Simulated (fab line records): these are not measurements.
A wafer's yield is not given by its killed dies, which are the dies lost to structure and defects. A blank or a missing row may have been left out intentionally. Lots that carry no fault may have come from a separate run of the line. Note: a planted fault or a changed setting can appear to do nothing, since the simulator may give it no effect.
Matching of chambers -- flow nandHarc -- rieDiel-07 running NHARC_A_STAIRCASE_ETCH_444: 4 sister chambers
The step etches the open film in C4F8/O2, target depth 20400 nm, time 6800 s. 4 wafers are shown with their chamber, then 12 later ones without.

## WAFERS WITH THEIR CHAMBER
wafer,chamber,rfVppV (V)
L086.4,1,806
L088.6,0,806
L090.5,3,804
L090.6,2,799

## WAFERS MISSING THEIR CHAMBER
wafer,rfVppV (V)
L093.1,802
L093.5,805
L093.6,806
L094.1,806
L094.3,800
L094.6,802
L095.4,805
L095.1,799
L095.5,803
L096.2,802
L096.4,804
L096.5,806

## EACH ONE'S CHAMBER
wafer,from the rows above,in truth
L093.1,can't be placed: 3 or 2 or 0 or 1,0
L093.5,can't be placed: 0 or 1 or 3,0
L093.6,can't be placed: 0 or 1 or 3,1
L094.1,can't be placed: 0 or 1 or 3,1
L094.3,2,2
L094.6,can't be placed: 3 or 2 or 0 or 1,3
L095.4,can't be placed: 0 or 1 or 3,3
L095.1,2,2
L095.5,can't be placed: 3 or 0 or 1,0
L096.2,can't be placed: 3 or 2 or 0 or 1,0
L096.4,can't be placed: 3 or 0 or 1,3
L096.5,can't be placed: 0 or 1 or 3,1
Correctly placed: 2 of 12. From these rows, 10 cannot be placed; in 10 the true chamber is one of the candidates. 0 placed wrongly.
How it was worked out, from the rows above alone: a wafer's distance from a chamber is the root of the sum, over the readings, of the square of ((its reading less the chamber's mean) divided by the reading's scatter). The wafer belongs to the nearest chamber; if the next one is less than 2 further off, it can't be placed. Each chamber's mean is taken over the wafers shown for it. The scatter: with one shown wafer a chamber, the root of the mean of the squares of how far each hidden wafer lies from its nearest shown one.
